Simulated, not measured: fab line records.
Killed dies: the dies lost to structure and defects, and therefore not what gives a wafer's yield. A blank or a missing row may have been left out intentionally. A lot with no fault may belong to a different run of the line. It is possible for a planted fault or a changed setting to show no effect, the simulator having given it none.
Chamber matching | flow n5_finfet | N5_MOL_CONTACT_COAG_ALD_20 on ald_metal-04: 4 sister chambers
The step deposits TiN, target thk 1.5 nm, pulse time 1 s, purge time 3 s. 16 wafers are shown with their chamber, then 8 later ones without.

WAFERS, EACH WITH ITS CHAMBER
wafer  | chamber | heater_power_w (W) | precursor_pulse_height_rel
L079.1 | 3       | 877                | 0.976
L079.5 | 3       | 909                | 0.992
L079.6 | 0       | 1003               | 1.026
L082.4 | 0       | 1010               | 1.024
L082.5 | 3       | 908                | 1.020
L082.6 | 2       | 867                | 0.993
L083.2 | 2       | 852                | 0.992
L083.5 | 0       | 1028               | 0.997
L083.6 | 2       | 851                | 1.015
L084.3 | 3       | 909                | 0.989
L084.5 | 3       | 924                | 0.944
L084.6 | 2       | 843                | 0.998
L086.4 | 2       | 845                | 1.003
L086.5 | 1       | 1036               | 1.004
L086.6 | 0       | 1030               | 0.987
L087.3 | 3       | 866                | 1.007

SIGNATURES (averages over the wafers above)
reading                    | chamber 0 | chamber 1 | chamber 2 | chamber 3 | scatter within a chamber
heater_power_w             | 1017.75   | 1036.00   | 851.60    | 898.83    | 16.8
precursor_pulse_height_rel | 1.00850   | 1.00400   | 1.00020   | 0.98800   | 0.0204
Rule: a wafer lies at a distance from a chamber equal to the root of the sum of squares, over the readings, of (its reading less the chamber's mean, divided by the reading's scatter). The wafer belongs to the nearest chamber; if the next one is less than 2 further off, it can't be placed. The scatter: the root of (the sum of the squares of (reading less its chamber's mean) over the shown wafers, divided by (wafers less chambers)).

WAFERS WITHOUT THEIR CHAMBER
wafer  | heater_power_w (W) | precursor_pulse_height_rel
L087.4 | 1019               | 0.974
L087.6 | 1024               | 1.011
L088.1 | 867                | 1.022
L088.2 | 1030               | 0.988
L088.4 | 1036               | 0.958
L094.2 | 1038               | 0.977
L094.5 | 913                | 1.032
L094.6 | 843                | 1.003

WHICH CHAMBER EACH ONE RAN IN
wafer  | from the rows above     | in truth
L087.4 | can't be placed: 0 or 1 | 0
L087.6 | can't be placed: 0 or 1 | 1
L088.1 | can't be placed: 2 or 3 | 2
L088.2 | can't be placed: 1 or 0 | 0
L088.4 | can't be placed: 1 or 0 | 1
L094.2 | can't be placed: 1 or 0 | 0
L094.5 | can't be placed: 3 or 2 | 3
L094.6 | 2                       | 2
Placed correctly: 1 of 8. Unplaceable from these rows: 7, with the true chamber sitting among the candidates in 7. Wrongly placed: 0.
